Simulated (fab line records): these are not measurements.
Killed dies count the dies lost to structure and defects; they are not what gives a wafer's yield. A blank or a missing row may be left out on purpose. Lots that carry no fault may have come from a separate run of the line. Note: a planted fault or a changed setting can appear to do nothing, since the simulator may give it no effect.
fab line records	flow n5_finfet
[record] lots = 7	wafers = 39
route steps=1938 shown BEOL_M15@1773
start_h: hours from the record's opening day to when the first of the lot's shown wafers began	wait_h: how many hours have passed since the lot's step before this one	" repeats the value in the row above	L1.1+2: one row covering several wafers at once	- value missing, or start not given	* or withheld: withheld	< > ~ a bound
route shown NAME@n: a module of which the file shows steps, and the number in the route of the first	usual: mean/standard deviation of fault-free wafers	same: alike in all rows	chamber/n: place in a boat	sites: the reading at each site	_std_site: standard deviation across them	_edge_site: the outer-site mean with the inner-site mean subtracted	radius_mm: for every site, how far away it sits from the centre of the wafer	mask NAME#n: copy n	behind: the tool/chamber that last shaped the wafer	hold: cause of the lot's hold/its duration in hours/its outcome	device: which transistor (n, p or np) failed to switch	end of line: the same wafers' tests at the end of the route	step lacking rows: just its recipe	killed: dies lost to structure and defects at the first sort, not the wafer's yield	map: the dies of a wafer, with x for killed, . for not killed, _ for no die there
set.NAME: the setting that was run; set.NAME@STEP: the one run at that earlier step	model.NAME: the simulator's own value behind a step, which no gauge read
lots run with intentionally changed settings; tables by step, rows by wafer
[[steps]]
[step N5_BEOL_M15_ILD_DEP_00]
[recipe] material = SiO2	target_thk_a = 16293	temp_c = 400	precursor = TEOS/O2	pressure_torr = 6.5	rf_w = 900	teos_flow_sccm = 161.4	gas = O2	flow_sccm = 2650	time_s = 346.1
lot.wafer	tool	chamber	start_h	wait_h	set.target_thk_a	model.SiO2_of_BEOL_M15_ILD_DEP_00.thk_nm
L077.1	pecvd-03	2	275.55	0.0	16293	1636
L077.2	"	1	"	"	11390	1117
L077.3	"	0	"	"	16293	1611
L077.4	"	1	"	"	16293	1622
L077.5	"	2	"	"	11390	1184
L077.6	"	0	"	"	11390	1152
L079.1	pecvd-02	1	298.04	0.0	16293	1591
L079.2	"	2	"	"	16293	1612
L079.3	"	0	"	"	11530	1182
L079.4	"	1	"	"	11530	1146
L079.5	"	0	"	"	16293	1673
L079.6	"	2	"	"	11530	1171
L078.1	pecvd-03	2	298.58	0.0	16293	1653
L078.2+5	"	0,1	"	"	16293	1626
L078.3	"	1	"	"	16293	1607
L078.4	"	2	"	"	16293	1657
L078.6	"	0	"	"	16293	1676
L082.1	pecvd-02	0	299.04	0.0	16293	1658
L082.2	"	1	"	"	21440	2116
L082.3	"	2	"	"	21440	2129
L082.4	"	1	"	"	21440	2166
L082.5	"	0	"	"	16293	1665
L082.6	"	2	"	"	16293	1640
L080.1	pecvd-03	2	307.61	0.0	16293	1667
L080.2	"	0	"	"	16293	1629
L080.3	"	1	"	"	16293	1603
L080.4	"	2	"	"	16293	1682
L080.5	"	0	"	"	16293	1662
L080.6	"	1	"	"	16293	1610
L086.1	pecvd-02	0	335.32	0.0	16293	1659
L086.2	"	1	"	"	16293	1604
L086.3	"	2	"	"	24870	2470
L086.4	"	1	"	"	16293	1630
L086.5	"	0	"	"	24870	2534
L086.6	"	2	"	"	24870	2503
L087.2	pecvd-03	0	342.15	0.0	16293	1636
L087.3	"	2	"	"	16293	1658
L087.6	"	0	"	"	16293	1630
[step N5_BEOL_M15_THK_MEAS_01]
[recipe] reads = SiO2_of_BEOL_M15_ILD_DEP_00
[usual] M15_ILD_THK = 1631/27
lot.wafer	tool	chamber	start_h	wait_h	set.target_thk_a@BEOL_M15_ILD_DEP_00	M15_ILD_THK[nm]
L077.1	film_metro-01	-	275.80	0.1	16293	1635
L077.2	"	-	"	"	11390	1117
L077.3	"	-	"	"	16293	1612
L077.4	"	-	"	"	16293	1623
L077.5	"	-	"	"	11390	1184
L077.6	"	-	"	"	11390	1152
L079.1	film_metro-02	-	298.29	0.1	16293	1591
L079.2	"	-	"	"	16293	1612
L079.3	"	-	"	"	11530	1183
L079.4	"	-	"	"	11530	1146
L079.5	"	-	"	"	16293	1672
L079.6	"	-	"	"	11530	1171
L078.1	film_metro-02	-	298.83	0.1	16293	1652
L078.2	"	-	"	"	16293	1626
L078.3	"	-	"	"	16293	1606
L078.4	"	-	"	"	16293	1657
L078.5	"	-	"	"	16293	1626
L078.6	"	-	"	"	16293	1677
L082.1	film_metro-01	-	299.29	0.1	16293	1658
L082.2	"	-	"	"	21440	2117
L082.3	"	-	"	"	21440	2128
L082.4	"	-	"	"	21440	2164
L082.5	"	-	"	"	16293	1665
L082.6	"	-	"	"	16293	1640
L080.1	film_metro-01	-	307.86	0.1	16293	1668
L080.2	"	-	"	"	16293	1628
L080.3	"	-	"	"	16293	1602
L080.4	"	-	"	"	16293	1681
L080.5	"	-	"	"	16293	1663
L080.6	"	-	"	"	16293	1610
L086.1	film_metro-01	-	335.57	0.1	16293	1659
L086.2	"	-	"	"	16293	1603
L086.3	"	-	"	"	24870	2469
L086.4	"	-	"	"	16293	1628
L086.5	"	-	"	"	24870	2534
L086.6	"	-	"	"	24870	2502
L087.2	film_metro-02	-	342.52	0.3	16293	1635
L087.3	"	-	"	"	16293	1657
L087.6	"	-	"	"	16293	1631
[step N5_BEOL_M15_COAT_58]
[recipe] resist = BARC	temp_c = 205	time_s = 60	spin_rpm = 1500	resist_thk_nm = 89
[step N5_BEOL_M15_COAT_04]
[recipe] spin_rpm = 1704	resist_thk_nm = 800
[step N5_BEOL_M15_DESCUM_15]
[recipe] chemistry = O2	time_s = 7.9	source_power_w = 50	bias_power_w = 20	pressure_mtorr = 20	rf_frequency_hz = 2.712e+07	temp_c = 40	o2_flow_sccm = 225
[step N5_BEOL_M15_ETCH_59]
[recipe] chemistry = N2/H2	target = BARC	target_depth_a = 890	overetch_a = 267	time_s = 67.9	ion_energy_ev = 200	pressure_mtorr = 30	source_w = 840	bias_w = 150	n2_flow_sccm = 200	h2_flow_sccm = 200
[step N5_BEOL_M15_VIA_ETCH_16]
[recipe] chemistry = C4F8/O2/Ar	target = SiO2	he_inner_torr = 15	he_outer_torr = 30	target_depth_a = 17922	time_s = withheld	ion_energy_ev = 800	pressure_mtorr = 20	source_w = 1905	bias_w = 2040	Ar_flow_sccm = 400	C4F8_flow_sccm = 16	O2_flow_sccm = 12	ends = cleared
lot.wafer	tool	chamber	start_h	wait_h	set.target_thk_a@BEOL_M15_ILD_DEP_00	model.etch.depth_nm	model.coat_of_BEOL_M15_COAT_04.thk_nm
L077.1	rie_diel-03	1	276.41	0.0	16293	1636	328
L077.2	"	3	"	"	11390	1117	454
L077.3	"	2	"	"	16293	1611	329.8
L077.4	"	3	"	"	16293	1622	335.6
L077.5	"	2	"	"	11390	1184	433.6
L077.6	"	1	"	"	11390	1152	445.4
L079.1	rie_diel-03	0	298.77	0.0	16293	1591	347
L079.2	"	2	"	"	16293	1612	334
L079.3	"	3	"	"	11530	1182	443
L079.4	"	1	"	"	11530	1146	448.2
L079.5	"	0	"	"	16293	1673	324.2
L079.6	"	3	"	"	11530	1171	447.4
L078.1	rie_diel-03	3	299.43	0.0	16293	1653	332.4
L078.2	"	0	"	"	16293	1626	336.4
L078.3	"	1	"	"	16293	1607	338.6
L078.4	"	2	"	"	16293	1657	321
L078.5	"	2	"	"	16293	1626	326
L078.6	"	3	"	"	16293	1676	325.2
L082.1	rie_diel-05	1	300.24	0.0	16293	1658	318.8
L082.2	"	0	"	"	21440	2116	222.8
L082.3	"	3	"	"	21440	2129	218.2
L082.4	"	1	"	"	21440	2166	195.2
L082.5	"	0	"	"	16293	1665	327
L082.6	"	3	"	"	16293	1640	332.2
L080.1	rie_diel-06	3	308.34	0.0	16293	1667	321.8
L080.2	"	2	"	"	16293	1629	329.6
L080.3	"	1	"	"	16293	1603	344
L080.4	"	0	"	"	16293	1682	318
L080.5	"	0	"	"	16293	1662	324
L080.6	"	3	"	"	16293	1610	338.8
L086.1	rie_diel-03	3	336.11	0.0	16293	1659	324.8
L086.2	"	2	"	"	16293	1604	327.8
L086.3	"	1	"	"	24870	2470	129.8
L086.4	"	0	"	"	16293	1630	325.8
L086.5	"	1	"	"	24870	2534	114.2
L086.6	"	2	"	"	24870	2503	111.4
L087.2	rie_diel-05	2	343.00	0.0	16293	1636	327.4
L087.3	"	0	"	"	16293	1658	329.2
L087.6	"	1	"	"	16293	1630	325.2
[step N5_BEOL_M15_STRIP_63]
[recipe] chemistry = O2	power_w = 600	temp_c = 60	pressure_mtorr = 30	rf_frequency_hz = 6e+07	bias_power_w = 0	overash_fraction = 0.3	o2_flow_sccm = 225
[step N5_BEOL_M15_STRIP_64]
[recipe] chemistry = O2	power_w = 600	temp_c = 60	pressure_mtorr = 30	rf_frequency_hz = 6e+07	bias_power_w = 0	overash_fraction = 0.3	o2_flow_sccm = 225
[step N5_BEOL_M15_STRIP_65]
[recipe] chemistry = post_etch_residue_remover	time_s = 60	temp_c = 25	remover_ph = withheld	remover_water_wt_pct = withheld	remover_fluoride_wt_pct = withheld
[step N5_BEOL_M15_SRD_66]
[recipe] time_s = 30	temp_c = 23	rinse_liquid = diw	dry = n2_spin	spin_rpm = 1500	dry_time_s = 30
[step N5_BEOL_M15_CD_MEAS_17]
[recipe] target_cd_nm = 360	polarity = opening
[usual] cd_nm = 359.5/1.9
lot.wafer	tool	chamber	start_h	wait_h	set.target_thk_a@BEOL_M15_ILD_DEP_00	cd_nm
L077.1	cd_sem-03	-	276.82	0.0	16293	359.7
L077.2	"	-	"	"	11390	355.7
L077.3	"	-	"	"	16293	362.6
L077.4	"	-	"	"	16293	360.0
L077.5	"	-	"	"	11390	358.1
L077.6	"	-	"	"	11390	357.4
L079.1	cd_sem-03	-	299.18	0.0	16293	361.7
L079.2	"	-	"	"	16293	359.7
L079.3	"	-	"	"	11530	357.1
L079.4	"	-	"	"	11530	357.4
L079.5	"	-	"	"	16293	361.9
L079.6	"	-	"	"	11530	355.6
L078.1	cd_sem-03	-	299.84	0.0	16293	359.7
L078.2	"	-	"	"	16293	359.9
L078.3	"	-	"	"	16293	359.3
L078.4	"	-	"	"	16293	358.8
L078.5	"	-	"	"	16293	360.3
L078.6	"	-	"	"	16293	360.2
L082.1	cd_sem-03	-	300.65	0.0	16293	359.1
L082.2	"	-	"	"	21440	362.9
L082.3	"	-	"	"	21440	366.8
L082.4	"	-	"	"	21440	362.8
L082.5	"	-	"	"	16293	360.6
L082.6	"	-	"	"	16293	360.7
L080.1	cd_sem-03	-	308.75	0.0	16293	358.5
L080.2	"	-	"	"	16293	358.8
L080.3	"	-	"	"	16293	359.6
L080.4	"	-	"	"	16293	362.5
L080.5	"	-	"	"	16293	359.2
L080.6	"	-	"	"	16293	358.0
L086.1	cd_sem-02	-	336.52	0.0	16293	355.7
L086.2	"	-	"	"	16293	359.3
L086.3	"	-	"	"	24870	367.9
L086.4	"	-	"	"	16293	358.6
L086.5	"	-	"	"	24870	367.2
L086.6	"	-	"	"	24870	365.6
L087.2	cd_sem-03	-	343.41	0.0	16293	359.5
L087.3	"	-	"	"	16293	357.0
L087.6	"	-	"	"	16293	361.7
[[key]]
[split] step = N5_BEOL_M15_ILD_DEP_00	setting = target_thk_a	stated = 16293	by = wafer
[response] step = N5_BEOL_M15_ILD_DEP_00	reading = model.SiO2_of_BEOL_M15_ILD_DEP_00.thk_nm	change = +16	per = 1%	r = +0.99
[response] step = N5_BEOL_M15_THK_MEAS_01	reading = M15_ILD_THK	change = +16	per = 1%	r = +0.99
[response] step = N5_BEOL_M15_VIA_ETCH_16	reading = model.etch.depth_nm	change = +16.1	per = 1%	r = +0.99
[response] step = N5_BEOL_M15_VIA_ETCH_16	reading = model.coat_of_BEOL_M15_COAT_04.thk_nm	change = -3.83	per = 1%	r = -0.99
[response] step = N5_BEOL_M15_CD_MEAS_17	reading = cd_nm	change = +0.153	per = 1%	r = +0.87
